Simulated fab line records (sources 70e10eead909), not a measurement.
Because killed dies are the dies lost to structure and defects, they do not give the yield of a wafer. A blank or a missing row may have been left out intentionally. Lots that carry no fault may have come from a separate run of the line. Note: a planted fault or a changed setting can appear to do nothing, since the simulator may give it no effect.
fab line records ; flow nand-harc
record: lots: 24; wafers: 72; last-day: 25
route steps=1159 shown A_BLC@974 A_M0@1011 A_M1@1041
lots with no fault: from the same line, run without faults
start-h: hours from the record's first day to the start of the lot's first wafer shown ; wait-h: hours elapsed since this lot's preceding step ; " same as the row above ; L1.1+2: several wafers, shown together as one row ; - either no value or no given start ; * or withheld: withheld ; < > ~ a bound
route shown NAME@n: a module of which the file shows steps, and the number in the route of the first ; usual: mean/standard deviation of fault-free wafers ; same: alike in all rows ; chamber/n: place in a boat ; sites: each site's reading ; _std_site: standard deviation of those values ; _edge_site: outer sites' mean less inner sites' ; radius-mm: for every site, how far away it sits from the centre of the wafer ; mask NAME#n: copy n ; behind: the last tool/chamber to shape the wafer ; hold: why the lot went on hold/how many hours it stayed there/how the hold came to an end ; device: transistor that didn't switch, given as n, p or np ; end of line: the same wafers' tests at the end of the route ; step lacking rows: just its recipe ; killed: not the wafer's yield, but the dies lost to structure and defects at the first sort ; map: a wafer's dies, marking killed ones x, the rest . and places with no die _
set.NAME: the setting as run; set.NAME@STEP: as run at that earlier step ; model.NAME: the simulator's own value behind a step, which no gauge read
a sample of lots followed through the steps of the route, with each step as a table and each wafer as a row
services: a tool's chamber out of use, with start hour (start-h, from the record's first day; less than 0 if before it), hours out, and reason
== steps ==
step: NHARC_A_BLC_CD_MEAS_10
recipe: target-cd-nm: 100; landing-energy-ev: 500
usual: cd-nm: 99.9/0.5
lot.wafer;tool;chamber;start-h;wait-h;cd-nm
L074.3;cd-sem-03;0;386.33;-;101.3
L074.5;cd-sem-03;0;386.33;-;100.3
L074.6;cd-sem-03;0;386.33;-;100.5
L075.2;cd-sem-02;0;396.81;-;100.8
L075.3;cd-sem-02;0;396.81;-;100.6
L075.5;cd-sem-02;0;396.81;-;100.2
L077.2;cd-sem-03;0;399.85;-;99.8
L077.3;cd-sem-03;0;399.85;-;100.0
L077.5;cd-sem-03;0;399.85;-;99.8
L076.2;cd-sem-03;0;400.46;-;100.5
L076.5;cd-sem-03;0;400.46;-;99.3
L076.6;cd-sem-03;0;400.46;-;100.5
L078.2;cd-sem-02;0;412.55;-;99.6
L078.3;cd-sem-02;0;412.55;-;100.1
L078.6;cd-sem-02;0;412.55;-;100.1
L079.1;cd-sem-02;0;423.58;-;99.9
L079.4;cd-sem-02;0;423.58;-;99.8
L079.6;cd-sem-02;0;423.58;-;99.7
L081.1;cd-sem-01;0;447.11;-;100.8
L081.4;cd-sem-01;0;447.11;-;100.5
L081.6;cd-sem-01;0;447.11;-;100.3
L083.1;cd-sem-02;0;448.33;-;100.6
L083.2;cd-sem-02;0;448.33;-;100.6
L083.5;cd-sem-02;0;448.33;-;99.6
L080.2;cd-sem-01;0;449.76;-;100.8
L080.4;cd-sem-01;0;449.76;-;99.8
L080.5;cd-sem-01;0;449.76;-;100.5
L082.2;cd-sem-02;0;456.48;-;99.1
L082.3;cd-sem-02;0;456.48;-;99.7
L082.4;cd-sem-02;0;456.48;-;100.0
L084.1;cd-sem-03;0;457.35;-;100.1
L084.2;cd-sem-03;0;457.35;-;99.8
L084.4;cd-sem-03;0;457.35;-;99.7
L088.1;cd-sem-03;0;462.03;-;99.0
L088.2;cd-sem-03;0;462.03;-;99.4
L088.4;cd-sem-03;0;462.03;-;100.0
L085.1;cd-sem-02;0;475.62;-;100.1
L085.3;cd-sem-02;0;475.62;-;99.7
L085.6;cd-sem-02;0;475.62;-;100.3
L087.1;cd-sem-01;0;476.21;-;99.4
L087.3;cd-sem-01;0;476.21;-;100.1
L087.5;cd-sem-01;0;476.21;-;100.3
L086.3;cd-sem-03;0;478.12;-;99.5
L086.5;cd-sem-03;0;478.12;-;100.0
L086.6;cd-sem-03;0;478.12;-;99.7
L090.1;cd-sem-02;0;482.48;-;99.7
L090.4;cd-sem-02;0;482.48;-;100.8
L090.6;cd-sem-02;0;482.48;-;100.3
L089.2;cd-sem-02;0;493.31;-;99.4
L089.4;cd-sem-02;0;493.31;-;99.8
L089.5;cd-sem-02;0;493.31;-;99.6
L093.1;cd-sem-03;0;501.77;-;99.0
L093.4;cd-sem-03;0;501.77;-;99.0
L093.5;cd-sem-03;0;501.77;-;99.6
L092.1;cd-sem-03;0;506.87;-;100.3
L092.3;cd-sem-03;0;506.87;-;99.7
L092.4;cd-sem-03;0;506.87;-;99.6
L091.1;cd-sem-02;0;507.81;-;100.9
L091.2;cd-sem-02;0;507.81;-;101.0
L091.3;cd-sem-02;0;507.81;-;100.5
L095.2;cd-sem-01;0;519.26;-;99.5
L095.5;cd-sem-01;0;519.26;-;101.0
L095.6;cd-sem-01;0;519.26;-;100.3
L097.1;cd-sem-03;0;524.25;-;99.4
L097.2;cd-sem-03;0;524.25;-;99.2
L097.5;cd-sem-03;0;524.25;-;99.2
L094.2;cd-sem-03;0;527.04;-;99.7
L094.4;cd-sem-03;0;527.04;-;99.5
L094.6;cd-sem-03;0;527.04;-;100.1
L096.1;cd-sem-03;0;537.87;-;99.5
L096.5;cd-sem-03;0;537.87;-;99.0
L096.6;cd-sem-03;0;537.87;-;100.0
step: NHARC_A_BLC_CD_MEAS_19
usual: cd-nm: 99.9/1.3
lot.wafer;tool;chamber;start-h;wait-h;cd-nm
L074.3;cd-sem-03;-;387.49;-;100.4
L074.5;cd-sem-03;-;387.49;-;99.7
L074.6;cd-sem-03;-;387.49;-;99.9
L075.2;cd-sem-02;-;397.97;-;100.6
L075.3;cd-sem-02;-;397.97;-;101.0
L075.5;cd-sem-02;-;397.97;-;99.8
L077.2;cd-sem-01;-;401.13;-;98.9
L077.3;cd-sem-01;-;401.13;-;98.6
L077.5;cd-sem-01;-;401.13;-;100.3
L076.2;cd-sem-01;-;401.76;-;100.5
L076.5;cd-sem-01;-;401.76;-;100.3
L076.6;cd-sem-01;-;401.76;-;100.5
L078.2;cd-sem-03;-;413.72;-;100.4
L078.3;cd-sem-03;-;413.72;-;99.8
L078.6;cd-sem-03;-;413.72;-;100.2
L079.1;cd-sem-01;-;424.75;-;99.4
L079.4;cd-sem-01;-;424.75;-;99.2
L079.6;cd-sem-01;-;424.75;-;98.4
L081.1;cd-sem-01;-;448.26;-;100.6
L081.4;cd-sem-01;-;448.26;-;96.9
L081.6;cd-sem-01;-;448.26;-;101.0
L083.1;cd-sem-03;-;449.48;-;99.3
L083.2;cd-sem-03;-;449.48;-;99.8
L083.5;cd-sem-03;-;449.48;-;99.1
L080.2;cd-sem-02;-;450.91;-;100.9
L080.4;cd-sem-02;-;450.91;-;101.9
L080.5;cd-sem-02;-;450.91;-;101.4
L082.2;cd-sem-01;-;457.70;-;99.7
L082.3;cd-sem-01;-;457.70;-;99.4
L082.4;cd-sem-01;-;457.70;-;101.0
L084.1;cd-sem-02;-;458.52;-;100.8
L084.2;cd-sem-02;-;458.52;-;98.9
L084.4;cd-sem-02;-;458.52;-;99.9
L088.1;cd-sem-03;-;463.18;-;100.3
L088.2;cd-sem-03;-;463.18;-;101.9
L088.4;cd-sem-03;-;463.18;-;101.3
L085.1;cd-sem-01;-;476.78;-;100.5
L085.3;cd-sem-01;-;476.78;-;98.9
L085.6;cd-sem-01;-;476.78;-;100.4
L087.1;cd-sem-03;-;477.36;-;99.5
L087.3;cd-sem-03;-;477.36;-;100.2
L087.5;cd-sem-03;-;477.36;-;99.9
L086.3;cd-sem-01;-;479.27;-;100.6
L086.5;cd-sem-01;-;479.27;-;101.1
L086.6;cd-sem-01;-;479.27;-;99.7
L090.1;cd-sem-02;-;483.63;-;98.7
L090.4;cd-sem-02;-;483.63;-;100.3
L090.6;cd-sem-02;-;483.63;-;99.2
L089.2;cd-sem-03;-;494.46;-;101.0
L089.4;cd-sem-03;-;494.46;-;99.9
L089.5;cd-sem-03;-;494.46;-;101.8
L093.1;cd-sem-01;-;502.92;-;96.6
L093.4;cd-sem-01;-;502.92;-;98.2
L093.5;cd-sem-01;-;502.92;-;99.6
L092.1;cd-sem-03;-;508.02;-;99.5
L092.3;cd-sem-03;-;508.02;-;100.8
L092.4;cd-sem-03;-;508.02;-;98.4
L091.1;cd-sem-03;-;508.97;-;100.2
L091.2;cd-sem-03;-;508.97;-;103.4
L091.3;cd-sem-03;-;508.97;-;98.7
L095.2;cd-sem-01;-;520.41;-;99.1
L095.5;cd-sem-01;-;520.41;-;99.8
L095.6;cd-sem-01;-;520.41;-;99.7
L097.1;cd-sem-02;-;525.41;-;100.0
L097.2;cd-sem-02;-;525.41;-;99.2
L097.5;cd-sem-02;-;525.41;-;100.1
L094.2;cd-sem-02;-;528.20;-;99.7
L094.4;cd-sem-02;-;528.20;-;101.3
L094.6;cd-sem-02;-;528.20;-;101.7
L096.1;cd-sem-03;-;539.02;-;98.3
L096.5;cd-sem-03;-;539.02;-;99.2
L096.6;cd-sem-03;-;539.02;-;98.3
step: NHARC_A_M0_STRIP_18
recipe: power-w: 1000; n2-flow-sccm: 150; h2-flow-sccm: 150; ar-flow-sccm: 0; bias-w: 0; chemistry: N2/H2
usual: drypump-motor-current-A: 6.0/0.36; oes-product-au: 1.000/0.008; rf-vpp-V: 90.9/1.1; showerhead-plenum-p-Torr: 2.07/0.1; throttle-valve-pct: 14.171/0.009
lot.wafer;tool;chamber;start-h;wait-h;drypump-motor-current-A;oes-product-au;rf-hours-counter-h;rf-vpp-V;showerhead-plenum-p-Torr;throttle-valve-pct
L074.3;rie-diel-02;2;400.00;0.1;6.2;1.002;4;91.4;2.12;14.166
L074.6;rie-diel-02;2;400.00;0.1;6.2;0.995;-;90.3;2.12;14.162
L074.5;rie-diel-02;3;400.00;0.1;5.7;0.989;-;92.0;2.02;14.155
L075.2;rie-diel-08;3;402.41;0.1;6.2;0.995;6;91.7;2.20;14.169
L075.3;rie-diel-08;1;402.41;0.1;6.3;0.984;7;91.1;2.18;14.165
L075.5;rie-diel-08;2;402.41;0.1;5.6;1.009;-;90.1;1.92;14.179
L077.3;rie-diel-11;2;404.88;0.1;5.8;0.998;3;88.8;1.97;14.181
L077.2;rie-diel-11;0;404.88;0.1;5.7;1.006;2;91.1;1.97;14.160
L077.5;rie-diel-11;0;404.88;0.1;5.7;1.007;-;90.7;1.97;14.177
L076.2;rie-diel-11;1;405.32;0.1;5.5;0.991;2;89.9;2.16;14.158
L076.5;rie-diel-11;1;405.32;0.1;5.5;1.001;-;90.7;2.16;14.152
L076.6;rie-diel-11;2;405.32;0.1;5.8;0.985;-;89.3;1.97;14.166
L078.2;rie-diel-02;2;426.03;0.1;6.2;0.998;5;91.4;2.12;14.175
L078.3;rie-diel-02;3;426.03;0.1;5.7;1.003;6;89.7;2.02;14.160
L078.6;rie-diel-02;1;426.03;0.1;6.7;0.990;-;91.7;2.06;14.185
L079.1;rie-diel-08;1;438.24;0.1;6.3;0.993;9;92.3;2.18;14.177
L079.4;rie-diel-08;0;438.24;0.1;5.7;0.989;-;90.4;1.93;14.167
L079.6;rie-diel-08;1;438.24;0.1;6.3;1.004;-;91.0;2.18;14.169
L081.4;rie-diel-08;3;455.89;0.1;6.2;1.003;9;90.0;2.20;14.160
L081.1;rie-diel-08;0;455.89;0.1;5.8;0.997;9;89.4;1.93;14.173
L081.6;rie-diel-08;3;455.89;0.1;6.2;1.002;-;92.2;2.20;14.161
L083.2;rie-diel-08;2;456.28;0.1;5.6;1.012;9;89.6;1.92;14.171
L083.1;rie-diel-08;0;456.28;0.1;5.7;1.016;9;90.1;1.93;14.164
L083.5;rie-diel-08;3;456.28;0.1;6.2;1.006;-;93.2;2.20;14.162
L080.2;rie-diel-02;0;456.73;0.1;6.4;1.009;7;91.0;2.20;14.154
L080.4;rie-diel-02;2;456.73;0.1;6.2;0.989;-;91.4;2.12;14.176
L080.5;rie-diel-02;0;456.73;0.1;6.4;1.010;-;91.5;2.20;14.177
L082.2;rie-diel-11;2;461.48;0.1;5.8;0.995;6;90.2;1.97;14.183
L082.3;rie-diel-11;0;461.48;0.1;5.7;0.993;5;89.4;1.97;14.164
L082.4;rie-diel-11;1;461.48;0.1;5.5;0.996;5;92.1;2.16;14.169
L084.2;rie-diel-08;3;463.09;0.1;6.2;0.997;10;91.3;2.20;14.182
L084.1;rie-diel-08;1;463.09;0.1;6.3;1.002;12;91.9;2.18;14.159
L084.4;rie-diel-08;2;463.09;0.1;5.6;1.012;11;90.5;1.92;14.192
L088.4;rie-diel-02;3;476.40;0.1;5.7;0.994;10;91.3;2.02;14.151
L088.1;rie-diel-02;1;476.40;0.1;6.7;0.992;9;91.4;2.06;14.182
L088.2;rie-diel-02;2;476.40;0.1;6.2;0.978;10;90.6;2.12;14.177
L085.1;rie-diel-11;0;480.17;0.1;5.7;1.003;5;90.1;1.97;14.171
L085.3;rie-diel-11;3;480.17;0.1;6.4;1.001;5;89.3;2.06;14.175
L085.6;rie-diel-11;1;480.17;0.1;5.5;0.995;-;92.2;2.16;14.183
L087.1;rie-diel-02;2;480.91;0.1;6.2;0.987;10;91.4;2.12;14.163
L087.3;rie-diel-02;0;480.91;0.1;6.4;0.998;10;91.1;2.20;14.181
L087.5;rie-diel-02;2;480.91;0.1;6.2;0.990;-;90.3;2.12;14.162
L086.3;rie-diel-02;1;484.00;0.1;6.7;1.007;9;90.1;2.06;14.171
L086.6;rie-diel-02;3;484.00;0.1;5.7;1.005;-;90.3;2.02;14.175
L086.5;rie-diel-02;0;484.00;0.1;6.3;1.010;-;92.2;2.20;14.183
L090.4;rie-diel-11;2;487.02;0.1;5.9;0.998;8;90.4;1.97;14.177
L090.1;rie-diel-11;3;487.02;0.1;6.4;1.008;7;90.5;2.06;14.162
L090.6;rie-diel-11;1;487.02;0.1;5.5;1.009;-;92.5;2.16;14.180
L089.4;rie-diel-11;3;503.13;0.1;6.4;1.013;8;90.9;2.06;14.180
L089.2;rie-diel-11;1;503.13;0.1;5.5;0.995;8;91.8;2.16;14.165
L089.5;rie-diel-11;3;503.13;0.1;6.4;1.001;-;90.8;2.06;14.169
L093.1;rie-diel-11;3;511.46;0.1;6.4;1.008;9;92.2;2.06;14.167
L093.4;rie-diel-11;0;511.46;0.1;5.7;0.999;8;90.6;1.97;14.159
L093.5;rie-diel-11;3;511.46;0.1;6.4;1.006;-;91.9;2.06;14.177
L092.1;rie-diel-02;1;516.20;0.1;6.7;1.014;1;90.4;2.06;14.174
L092.3;rie-diel-02;0;516.20;0.1;6.4;1.020;1;92.1;2.20;14.166
L092.4;rie-diel-02;0;516.20;0.1;6.4;1.006;-;92.9;2.20;14.167
L091.1;rie-diel-11;1;516.46;0.1;5.5;0.992;9;91.2;2.16;14.176
L091.2;rie-diel-11;2;516.46;0.1;5.8;1.003;10;89.9;1.97;14.173
L091.3;rie-diel-11;3;516.46;0.1;6.5;1.011;10;90.3;2.06;14.179
L095.2;rie-diel-08;3;526.04;0.1;6.2;1.005;2;91.4;2.20;14.180
L095.6;rie-diel-08;2;526.04;0.1;5.6;0.995;-;89.7;1.92;14.168
L095.5;rie-diel-08;3;526.04;0.1;6.2;0.985;-;92.3;2.20;14.177
L097.1;rie-diel-02;2;528.87;0.1;6.2;1.002;1;92.3;2.12;14.187
L097.2;rie-diel-02;3;528.87;0.1;5.7;1.001;0;90.7;2.02;14.174
L097.5;rie-diel-02;3;528.87;0.1;5.7;0.999;-;90.3;2.02;14.184
L094.4;rie-diel-11;2;539.09;0.1;5.9;1.010;11;90.4;1.97;14.185
L094.2;rie-diel-11;3;539.09;0.1;6.4;1.013;10;91.7;2.06;14.169
L094.6;rie-diel-11;1;539.09;0.1;5.5;0.998;-;91.9;2.16;14.175
L096.1;rie-diel-08;0;546.54;0.1;5.7;1.011;4;91.6;1.92;14.164
L096.6;rie-diel-08;3;546.54;0.1;6.2;1.013;-;91.5;2.20;14.182
L096.5;rie-diel-08;0;546.54;0.1;5.8;1.003;-;90.4;1.93;14.169
step: NHARC_A_M0_ANNEAL_30
recipe: temp-c: 225; time-s: 90
usual: wafer_temp_C_max: 226.1/0.35
lot.wafer;tool;chamber;start-h;wait-h;wafer_temp_C_max
L074.3;rtp-anneal-01;0;401.43;0.3;226.1
L074.5;rtp-anneal-01;0;401.43;0.3;226.4
L074.6;rtp-anneal-01;0;401.43;0.3;226.2
L075.2;rtp-anneal-02;0;403.81;-;225.9
L075.3;rtp-anneal-02;0;403.81;-;225.9
L075.5;rtp-anneal-02;0;403.81;-;226.0
L077.2;rtp-anneal-01;0;406.25;0.3;226.4
L077.3;rtp-anneal-01;0;406.25;0.3;226.3
L077.5;rtp-anneal-01;0;406.25;0.3;226.2
L076.2;rtp-anneal-02;0;406.95;0.4;226.2
L076.5;rtp-anneal-02;0;406.95;0.4;225.8
L076.6;rtp-anneal-02;0;406.95;0.4;226.3
L078.2;rtp-anneal-02;0;427.45;0.5;225.5
L078.3;rtp-anneal-02;0;427.45;0.5;225.5
L078.6;rtp-anneal-02;0;427.45;0.5;226.1
L079.1;rtp-anneal-02;0;439.53;-;225.7
L079.4;rtp-anneal-02;0;439.53;-;225.7
L079.6;rtp-anneal-02;0;439.53;-;226.0
L081.1;rtp-anneal-02;0;457.21;0.3;225.6
L081.4;rtp-anneal-02;0;457.21;0.3;225.6
L081.6;rtp-anneal-02;0;457.21;0.3;225.9
L083.1;rtp-anneal-01;0;457.78;-;225.9
L083.2;rtp-anneal-01;0;457.78;-;226.4
L083.5;rtp-anneal-01;0;457.78;-;226.1
L080.2;rtp-anneal-02;0;458.05;-;225.5
L080.4;rtp-anneal-02;0;458.05;-;225.7
L080.5;rtp-anneal-02;0;458.05;-;225.7
L082.2;rtp-anneal-01;0;462.81;-;225.9
L082.3;rtp-anneal-01;0;462.81;-;226.2
L082.4;rtp-anneal-01;0;462.81;-;226.4
L084.1;rtp-anneal-01;0;464.36;-;226.1
L084.2;rtp-anneal-01;0;464.36;-;226.3
L084.4;rtp-anneal-01;0;464.36;-;226.5
L088.1;rtp-anneal-02;0;477.68;-;225.6
L088.2;rtp-anneal-02;0;477.68;-;226.0
L088.4;rtp-anneal-02;0;477.68;-;225.5
L085.1;rtp-anneal-01;0;481.49;0.3;226.2
L085.3;rtp-anneal-01;0;481.49;0.3;226.5
L085.6;rtp-anneal-01;0;481.49;0.3;226.1
L087.1;rtp-anneal-01;0;482.17;0.3;226.8
L087.3;rtp-anneal-01;0;482.17;0.3;225.7
L087.5;rtp-anneal-01;0;482.17;0.3;226.3
L086.3;rtp-anneal-01;0;485.34;-;227.1
L086.5;rtp-anneal-01;0;485.34;-;226.8
L086.6;rtp-anneal-01;0;485.34;-;226.5
L090.1;rtp-anneal-02;0;488.28;0.3;226.0
L090.4;rtp-anneal-02;0;488.28;0.3;226.1
L090.6;rtp-anneal-02;0;488.28;0.3;225.7
L089.2;rtp-anneal-01;0;504.44;-;226.0
L089.4;rtp-anneal-01;0;504.44;-;227.1
L089.5;rtp-anneal-01;0;504.44;-;226.4
L093.1;rtp-anneal-02;0;512.79;-;225.8
L093.4;rtp-anneal-02;0;512.79;-;226.0
L093.5;rtp-anneal-02;0;512.79;-;226.0
L092.1;rtp-anneal-01;0;517.58;0.4;226.3
L092.3;rtp-anneal-01;0;517.58;0.4;226.4
L092.4;rtp-anneal-01;0;517.58;0.4;226.0
L091.1;rtp-anneal-01;0;517.90;0.4;226.7
L091.2;rtp-anneal-01;0;517.90;0.4;226.2
L091.3;rtp-anneal-01;0;517.90;0.4;225.9
L095.2;rtp-anneal-02;0;527.63;0.5;225.8
L095.5;rtp-anneal-02;0;527.63;0.5;226.5
L095.6;rtp-anneal-02;0;527.63;0.5;225.9
L097.1;rtp-anneal-02;0;530.15;-;225.8
L097.2;rtp-anneal-02;0;530.15;-;225.9
L097.5;rtp-anneal-02;0;530.15;-;225.7
L094.2;rtp-anneal-01;0;540.51;0.3;226.7
L094.4;rtp-anneal-01;0;540.51;0.3;226.4
L094.6;rtp-anneal-01;0;540.51;0.3;226.4
L096.1;rtp-anneal-02;0;547.80;0.3;225.9
L096.5;rtp-anneal-02;0;547.80;0.3;225.8
L096.6;rtp-anneal-02;0;547.80;0.3;226.0
step: NHARC_A_M1_ETCH_15
recipe: target-depth-a: 1825; time-s: 91.2; c4f8-flow-sccm: withheld; ar-flow-sccm: 400; rf-w: 600; bias-w: 300; chemistry: C4F8/Ar
usual: oes-product-au: 0.954/0.021; rf-vpp-V: 440.3/2.3
lot.wafer;tool;chamber;start-h;wait-h;oes-product-au;rf-hours-counter-h;rf-vpp-V
L074.3;rie-diel-12;0;-;-;0.959;0;442.6
L074.6;rie-diel-12;1;-;-;0.961;-;443.1
L074.5;rie-diel-12;2;-;-;0.944;-;439.0
L075.2;rie-diel-03;0;-;-;0.961;1;437.4
L075.3;rie-diel-03;1;-;-;0.948;1;438.1
L075.5;rie-diel-03;0;-;-;0.951;-;436.7
L077.2;rie-diel-13;2;-;-;0.933;10;444.2
L077.3;rie-diel-13;1;-;-;0.921;11;439.7
L077.5;rie-diel-13;2;-;-;0.933;-;442.5
L076.2;rie-diel-13;3;-;-;0.933;11;441.2
L076.5;rie-diel-13;1;-;-;0.916;-;438.4
L076.6;rie-diel-13;2;-;-;0.930;-;443.1
L078.2;rie-diel-12;2;-;-;0.942;1;438.9
L078.3;rie-diel-12;0;-;-;0.960;1;441.8
L078.6;rie-diel-12;2;-;-;0.951;-;439.2
L079.1;rie-diel-13;0;-;-;0.953;11;436.9
L079.4;rie-diel-13;1;-;-;0.918;13;438.3
L079.6;rie-diel-13;2;-;-;0.924;-;443.4
L081.4;rie-diel-03;3;-;-;0.932;4;440.5
L081.1;rie-diel-03;0;-;-;0.935;5;437.4
L081.6;rie-diel-03;2;-;-;0.929;-;440.1
L083.2;rie-diel-12;1;-;-;0.964;2;443.0
L083.1;rie-diel-12;3;-;-;0.978;2;439.1
L083.5;rie-diel-12;1;-;-;0.960;-;444.5
L080.2;rie-diel-03;3;-;-;0.969;5;441.9
L080.4;rie-diel-03;1;-;-;0.977;5;435.9
L080.5;rie-diel-03;0;-;-;0.988;-;437.7
L082.3;rie-diel-03;1;-;-;0.989;5;437.4
L082.2;rie-diel-03;3;-;-;0.977;5;442.1
L082.4;rie-diel-03;0;-;-;0.983;5;437.7
L084.2;rie-diel-03;2;-;-;0.929;5;441.8
L084.4;rie-diel-03;3;-;-;0.930;5;442.2
L084.1;rie-diel-03;0;-;-;0.924;5;437.7
L088.1;rie-diel-13;1;-;-;0.958;1;439.0
L088.4;rie-diel-13;2;-;-;0.953;1;442.5
L088.2;rie-diel-13;3;-;-;0.988;1;442.9
L085.3;rie-diel-03;3;-;-;0.981;5;442.0
L085.1;rie-diel-03;0;-;-;0.955;5;437.7
L085.6;rie-diel-03;2;-;-;0.965;-;442.5
L087.3;rie-diel-13;0;-;-;0.965;1;437.1
L087.1;rie-diel-13;3;-;-;0.970;1;439.4
L087.5;rie-diel-13;3;-;-;0.969;-;442.2
L086.3;rie-diel-03;3;-;-;0.965;6;441.6
L086.5;rie-diel-03;1;-;-;0.982;-;437.8
L086.6;rie-diel-03;2;-;-;0.958;-;441.4
L090.4;rie-diel-03;3;-;-;0.963;6;439.7
L090.1;rie-diel-03;0;-;-;0.965;6;437.1
L090.6;rie-diel-03;2;-;-;0.986;-;442.0
L089.2;rie-diel-12;1;-;-;0.939;2;444.0
L089.4;rie-diel-12;2;-;-;0.919;3;439.7
L089.5;rie-diel-12;1;-;-;0.935;-;442.8
L093.1;rie-diel-03;0;-;-;0.966;9;435.8
L093.4;rie-diel-03;1;-;-;0.987;9;437.1
L093.5;rie-diel-03;2;-;-;0.984;-;441.6
L092.1;rie-diel-12;3;-;-;0.921;3;437.8
L092.3;rie-diel-12;0;-;-;0.915;3;441.0
L092.4;rie-diel-12;2;-;-;0.919;3;441.6
L091.3;rie-diel-12;2;-;-;0.965;3;438.3
L091.1;rie-diel-12;3;-;-;0.978;3;440.8
L091.2;rie-diel-12;0;-;-;0.957;3;442.5
L095.2;rie-diel-12;3;-;-;0.966;3;439.2
L095.6;rie-diel-12;0;-;-;0.971;-;442.2
L095.5;rie-diel-12;1;-;-;0.988;-;443.6
L097.1;rie-diel-13;2;-;-;0.958;8;441.3
L097.2;rie-diel-13;3;-;-;0.956;7;440.5
L097.5;rie-diel-13;1;-;-;0.949;-;439.5
L094.2;rie-diel-03;2;-;-;0.931;8;439.7
L094.4;rie-diel-03;3;-;-;0.929;10;441.1
L094.6;rie-diel-03;0;-;-;0.930;-;436.2
L096.1;rie-diel-12;1;-;-;0.958;3;443.6
L096.6;rie-diel-12;1;-;-;0.956;-;445.0
L096.5;rie-diel-12;2;-;-;0.969;-;439.6
step: NHARC_A_M1_PVD_20
recipe: target-thk-a: 50; bias-v: 168.6; power-w: 15000; chamber-pressure-pa: 0.12; time-s: 8.06; substrate-temp-c: 50; material: TaN
usual: throttle-valve-pct: 30.0/0.93
lot.wafer;tool;chamber;start-h;wait-h;throttle-valve-pct
L074.3;pvd-sputter-01;-;-;-;30.8
L074.6;pvd-sputter-01;-;-;-;29.4
L074.5;pvd-sputter-01;-;-;-;29.5
L075.2;pvd-sputter-03;-;-;-;30.0
L075.3;pvd-sputter-03;-;-;-;31.9
L075.5;pvd-sputter-03;-;-;-;30.1
L077.2;pvd-sputter-01;-;-;-;30.9
L077.3;pvd-sputter-01;-;-;-;29.3
L077.5;pvd-sputter-01;-;-;-;29.3
L076.2;pvd-sputter-03;-;-;-;32.5
L076.5;pvd-sputter-03;-;-;-;29.9
L076.6;pvd-sputter-03;-;-;-;30.4
L078.3;pvd-sputter-01;-;-;-;30.7
L078.2;pvd-sputter-01;-;-;-;29.2
L078.6;pvd-sputter-01;-;-;-;29.2
L079.4;pvd-sputter-01;-;-;-;29.3
L079.1;pvd-sputter-01;-;-;-;29.5
L079.6;pvd-sputter-01;-;-;-;29.5
L081.4;pvd-sputter-01;-;-;-;30.7
L081.1;pvd-sputter-01;-;-;-;29.3
L081.6;pvd-sputter-01;-;-;-;29.2
L083.1;pvd-sputter-02;-;-;-;29.4
L083.2;pvd-sputter-02;-;-;-;30.2
L083.5;pvd-sputter-02;-;-;-;29.5
L080.2;pvd-sputter-02;-;-;-;28.4
L080.4;pvd-sputter-02;-;-;-;30.4
L080.5;pvd-sputter-02;-;-;-;28.6
L082.4;pvd-sputter-01;-;-;-;29.5
L082.2;pvd-sputter-01;-;-;-;30.6
L082.3;pvd-sputter-01;-;-;-;29.4
L084.4;pvd-sputter-01;-;-;-;30.4
L084.1;pvd-sputter-01;-;-;-;29.5
L084.2;pvd-sputter-01;-;-;-;29.3
L088.2;pvd-sputter-01;-;-;-;30.7
L088.1;pvd-sputter-01;-;-;-;29.5
L088.4;pvd-sputter-01;-;-;-;29.3
L085.1;pvd-sputter-02;-;-;-;29.6
L085.3;pvd-sputter-02;-;-;-;29.7
L085.6;pvd-sputter-02;-;-;-;30.4
L087.3;pvd-sputter-03;-;-;-;29.6
L087.1;pvd-sputter-03;-;-;-;31.2
L087.5;pvd-sputter-03;-;-;-;31.3
L086.3;pvd-sputter-01;-;-;-;30.9
L086.5;pvd-sputter-01;-;-;-;29.0
L086.6;pvd-sputter-01;-;-;-;29.3
L090.4;pvd-sputter-01;-;-;-;29.2
L090.1;pvd-sputter-01;-;-;-;29.5
L090.6;pvd-sputter-01;-;-;-;30.5
L089.4;pvd-sputter-01;-;-;-;28.8
L089.2;pvd-sputter-01;-;-;-;29.5
L089.5;pvd-sputter-01;-;-;-;29.3
L093.1;pvd-sputter-02;-;-;-;28.0
L093.4;pvd-sputter-02;-;-;-;30.0
L093.5;pvd-sputter-02;-;-;-;30.1
L091.1;pvd-sputter-02;-;-;-;28.3
L091.3;pvd-sputter-02;-;-;-;29.9
L091.2;pvd-sputter-02;-;-;-;29.2
L092.3;pvd-sputter-03;-;-;-;30.2
L092.1;pvd-sputter-03;-;-;-;29.7
L092.4;pvd-sputter-03;-;-;-;31.6
L095.2;pvd-sputter-03;-;-;-;30.2
L095.5;pvd-sputter-03;-;-;-;29.9
L095.6;pvd-sputter-03;-;-;-;31.2
L097.1;pvd-sputter-03;-;-;-;31.2
L097.2;pvd-sputter-03;-;-;-;30.4
L097.5;pvd-sputter-03;-;-;-;31.3
L094.4;pvd-sputter-02;-;-;-;29.2
L094.2;pvd-sputter-02;-;-;-;28.4
L094.6;pvd-sputter-02;-;-;-;29.6
L096.1;pvd-sputter-03;-;-;-;30.0
L096.5;pvd-sputter-03;-;-;-;30.2
L096.6;pvd-sputter-03;-;-;-;30.2
== services ==
tool;chamber;start-h;hours;kind
pvd-sputter-01;-;378.20;1.3;repair
rie-diel-12;-;379.40;9.0;pm
rie-diel-02;2;383.72;14.0;repair
rie-diel-03;-;392.30;9.0;pm
rie-diel-08;0;392.92;10.2;repair
rie-diel-12;3;394.57;4.8;repair
rie-diel-11;3;401.69;8.5;repair
rie-diel-02;1;410.57;7.7;repair
rie-diel-12;3;414.68;1.8;repair
pvd-sputter-03;-;424.30;1.7;repair
pvd-sputter-01;-;426.35;1.9;repair
rie-diel-08;3;434.91;8.7;repair
rie-diel-08;2;446.19;3.8;repair
rie-diel-02;1;448.72;12.5;repair
rie-diel-02;0;448.92;6.9;repair
pvd-sputter-03;-;458.00;10.0;pm
rie-diel-12;-;470.33;23.3;repair
rie-diel-08;-;478.84;9.0;pm
rie-diel-03;2;491.41;8.4;repair
rie-diel-02;-;504.70;9.0;pm
pvd-sputter-01;-;514.01;10.0;pm
rie-diel-11;2;521.53;2.3;repair
pvd-sputter-03;-;540.27;10.6;repair
rie-diel-11;-;543.50;9.0;pm
== key ==
fault none
